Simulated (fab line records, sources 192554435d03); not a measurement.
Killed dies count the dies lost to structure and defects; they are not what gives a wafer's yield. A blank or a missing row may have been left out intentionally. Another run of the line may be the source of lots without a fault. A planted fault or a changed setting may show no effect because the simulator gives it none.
What tool caused it?	flow n5Finfet	15 lots with 45 wafers sampled at 4 steps, on a route of 1938 steps

== WHAT THE GAUGES SHOWED, per wafer ==
The record lacks any reading of a measuring or inspecting step that a usual standard deviation could be used to judge.

== TOOL THAT RAN EACH LOT (tool first, then ch and the chambers of the sampled wafers, then the start) ==
lot	N5_BEOL_M11_EXPOSE_08	N5_BEOL_M11_ETCH_61	N5_BEOL_M11_ETCH_62	N5_BEOL_M11_STRIP_19
L398	arfiScanner-03 ch 0, day 10 05:51	rieDiel-06 ch 0,2, day 10 06:32	rieDiel-06 ch 0,2, day 10 06:35	rieDiel-06 ch 0,1,2, day 10 06:53
L400	arfiScanner-02 ch 0, day 10 19:53	rieDiel-02 ch 0,1,2, day 10 20:11	rieDiel-02 ch 0,1,2, day 10 20:14	rieDiel-06 ch 0,3, day 10 20:32
L401	arfiScanner-01 ch 0, day 10 20:05	rieDiel-02 ch 0,1, day 10 20:26	rieDiel-02 ch 0,1, day 10 20:29	rieDiel-05 ch 0,1,2, day 10 20:47
L402	arfiScanner-01 ch 0, day 11 03:55	rieDiel-06 ch 2,3, day 11 04:10	rieDiel-06 ch 2,3, day 11 04:13	rieDiel-05 ch 1,3, day 11 04:31
L403	arfiScanner-02 ch 0, day 11 12:28	rieDiel-06 ch 1,2,3, day 11 12:44	rieDiel-06 ch 1,2,3, day 11 12:47	rieDiel-02 ch 0,1,2, day 11 13:11
L406	arfiScanner-03, day 13 00:28	rieDiel-02 ch 0,1,2, day 13 00:43	rieDiel-02 ch 0,1,2, day 13 00:46	rieDiel-02 ch 1,2,3, day 13 01:04
L407	arfiScanner-02, day 13 09:31	rieDiel-05 ch 0,1,3, day 13 09:46	rieDiel-05 ch 0,1,3, day 13 09:49	rieDiel-06 ch 0,1,3, day 13 10:07
L408	arfiScanner-01, day 13 10:01	rieDiel-06 ch 0,1,3, day 13 10:16	rieDiel-06 ch 0,1,3, day 13 10:19	rieDiel-05 ch 1,3, day 13 10:37
L417	arfiScanner-01 ch 0, day 15 01:35	rieDiel-06 ch 1,2, day 15 02:02	rieDiel-06 ch 1,2, day 15 02:05	rieDiel-05 ch 0,1,3, day 15 02:23
L415	arfiScanner-03 ch 0, day 15 07:55	rieDiel-06 ch 1,2,3, day 15 08:13	rieDiel-06 ch 1,2,3, day 15 08:16	rieDiel-02 ch 0,1,2, day 15 08:37
L414	arfiScanner-02 ch 0, day 15 08:08	rieDiel-06 ch 2,3, day 15 08:28	rieDiel-06 ch 2,3, day 15 08:31	rieDiel-05 ch 0,1, day 15 08:49
L416	arfiScanner-02 ch 0, day 15 08:23	rieDiel-02 ch 1,2, day 15 08:41	rieDiel-02 ch 1,2, day 15 08:44	rieDiel-06 ch 1,2,3, day 15 09:02
L419	arfiScanner-03 ch 0, day 16 02:16	rieDiel-05 ch 0,1,3, day 16 02:32	rieDiel-05 ch 0,1,3, day 16 02:35	rieDiel-05 ch 0,1,3, day 16 02:58
L418	arfiScanner-01 ch 0, day 16 02:26	rieDiel-06 ch 0,2,3, day 16 02:41	rieDiel-06 ch 0,2,3, day 16 02:44	rieDiel-02 ch 0,1,3, day 16 03:02
L420	arfiScanner-02 ch 0, day 16 07:41	rieDiel-02 ch 1,2,3, day 16 07:56	rieDiel-02 ch 1,2,3, day 16 07:59	rieDiel-05 ch 1,3, day 16 08:22
- N5_BEOL_M11_EXPOSE_08: exposes mask M11.
- N5_BEOL_M11_ETCH_61: etches SiARC in CF4, target depth 39 nm, time 65 s.
- N5_BEOL_M11_ETCH_62: etches SOC in N2/H2, target depth 110 nm, overetch 22 nm, time 165 s.
- N5_BEOL_M11_STRIP_19: strips in O2.

== WHAT THE TOOLS THEMSELVES READ (means of the sampled wafers that have a number; where no wafer has one, the mark that the record gives instead) ==
N5_BEOL_M11_EXPOSE_08.
lot	tool	exposureDoseMJCm2	focusOffsetNm (nm)
L398	arfiScanner-03	54.2	0.3
L400	arfiScanner-02	53.7	-0.3
L401	arfiScanner-01	54.8	0.3
L402	arfiScanner-01	54.6	0.3
L403	arfiScanner-02	53.6	-0.7
L406	arfiScanner-03	-	-
L407	arfiScanner-02	-	-
L408	arfiScanner-01	-	-
L417	arfiScanner-01	54.7	0.0
L415	arfiScanner-03	54.1	-0.2
L414	arfiScanner-02	53.6	0.1
L416	arfiScanner-02	53.7	0.3
L419	arfiScanner-03	54.2	0.4
L418	arfiScanner-01	54.6	0.3
L420	arfiScanner-02	53.7	0.4

N5_BEOL_M11_ETCH_61.
lot	tool	drypumpMotorCurrentA (A)	etchRfOnTimeS (s)	oesProductAu (a.u.)	rfFwdPowerW (W)	rfVppV (V)	showerheadPlenumPTorr (Torr)	throttleValvePct (%)
L398	rieDiel-06	5.4	64.2	0.70	539.5	183.7	2.06	15.60
L400	rieDiel-02	5.3	64.5	0.74	539.4	185.6	2.25	15.65
L401	rieDiel-02	5.5	62.9	0.76	540.6	185.3	2.24	15.75
L402	rieDiel-06	6.1	64.0	0.74	539.7	183.9	2.15	15.50
L403	rieDiel-06	6.3	65.7	0.71	539.4	186.2	2.19	15.45
L406	rieDiel-02	5.3	64.7	0.31	539.6	185.7	2.25	15.66
L407	rieDiel-05	5.8	65.0	0.28	537.8	184.0	2.13	15.67
L408	rieDiel-06	6.1	65.9	0.29	539.8	183.6	2.16	15.51
L417	rieDiel-06	6.1	63.5	0.74	540.0	184.5	2.15	15.49
L415	rieDiel-06	6.3	64.4	0.68	541.1	184.1	2.18	15.51
L414	rieDiel-06	6.3	66.0	0.65	541.3	184.1	2.17	15.57
L416	rieDiel-02	5.2	64.3	0.75	540.7	185.7	2.26	15.46
L419	rieDiel-05	5.8	64.7	0.69	539.9	185.6	2.21	15.55
L418	rieDiel-06	5.8	64.6	0.65	541.3	184.5	2.11	15.62
L420	rieDiel-02	5.4	65.0	0.70	538.8	184.3	2.24	15.67

N5_BEOL_M11_ETCH_62.
lot	tool	drypumpMotorCurrentA (A)	oesProductAu (a.u.)	rfFwdPowerW (W)	rfVppV (V)	showerheadPlenumPTorr (Torr)	throttleValvePct (%)
L398	rieDiel-06	5.4	0.68	835.7	522.0	2.45	17.74
L400	rieDiel-02	5.3	0.73	836.3	527.7	2.68	17.87
L401	rieDiel-02	5.5	0.74	838.6	527.8	2.69	18.15
L402	rieDiel-06	6.1	0.74	840.2	524.0	2.55	17.74
L403	rieDiel-06	6.3	0.70	835.6	525.7	2.61	17.68
L406	rieDiel-02	5.3	0.71	836.4	527.3	2.68	17.91
L407	rieDiel-05	5.8	0.63	838.8	523.2	2.53	17.95
L408	rieDiel-06	6.1	0.64	838.3	524.6	2.58	17.73
L417	rieDiel-06	6.1	0.72	838.8	523.1	2.55	17.71
L415	rieDiel-06	6.3	0.67	837.0	525.9	2.60	17.73
L414	rieDiel-06	6.3	0.64	838.1	525.4	2.58	17.80
L416	rieDiel-02	5.2	0.74	837.9	527.8	2.69	17.68
L419	rieDiel-05	5.8	0.68	837.4	526.6	2.63	17.83
L418	rieDiel-06	5.8	0.64	839.3	523.0	2.50	17.81
L420	rieDiel-02	5.4	0.68	835.2	527.1	2.67	17.92

N5_BEOL_M11_STRIP_19.
lot	tool	drypumpMotorCurrentA (A)	oesProductAu (a.u.)	rfVppV (V)	showerheadPlenumPTorr (Torr)	throttleValvePct (%)
L398	rieDiel-06	5.9	0.86	3.3	2.08	16.49
L400	rieDiel-06	6.0	0.73	2.6	2.11	16.59
L401	rieDiel-05	5.6	0.75	4.1	2.08	16.88
L402	rieDiel-05	5.7	0.80	3.9	2.15	16.65
L403	rieDiel-02	5.3	0.86	3.5	2.21	16.72
L406	rieDiel-02	5.4	0.85	3.6	2.20	16.65
L407	rieDiel-06	6.1	0.75	3.4	2.12	16.53
L408	rieDiel-05	5.6	0.75	3.6	2.16	16.63
L417	rieDiel-05	5.8	0.82	3.7	2.17	16.63
L415	rieDiel-02	5.3	0.82	3.3	2.20	16.76
L414	rieDiel-05	6.0	0.90	3.4	2.19	16.56
L416	rieDiel-06	6.3	0.79	4.2	2.13	16.50
L419	rieDiel-05	5.8	0.80	3.6	2.17	16.61
L418	rieDiel-02	5.4	0.76	3.2	2.18	16.98
L420	rieDiel-05	5.7	0.76	4.6	2.14	16.74

== THE ANSWER, worked out from the rows above alone ==
Rule: the lots themselves supply what counts as usual. Put in order of their means at a reading, lots are off if they are a third of the lots or fewer, leave a main group of 4 or more, and stand apart from it by a gap of 3 or more times the standard deviation of the main group's means; of several such gaps the widest counts. If all means in a main group match to the digits the tables above print for the reading, that group is not used. A lot without any number at a reading at which 4 lots or more have one is off too. The other lots that the step has rows for count as sound. Order of review: gauges by route order, followed by the tools' own readings, for which a lot's mean as printed above is used. At the first step where some lot is off, the reading lying furthest off is the one used; lots without a number count as furthest.
Off: L406, L407, L408 (N5_BEOL_M11_EXPOSE_08, exposureDoseMJCm2). Without a number there: L406, L407, L408. For the main group the mean is 54.1 and the standard deviation 0.44.
A tool fits if, at that step or a process step before it, it ran every lot that is off, and no sound lot after the first of them. Of those tried, none fits.

== WHAT WAS PUT IN BY THE SIMULATOR ==
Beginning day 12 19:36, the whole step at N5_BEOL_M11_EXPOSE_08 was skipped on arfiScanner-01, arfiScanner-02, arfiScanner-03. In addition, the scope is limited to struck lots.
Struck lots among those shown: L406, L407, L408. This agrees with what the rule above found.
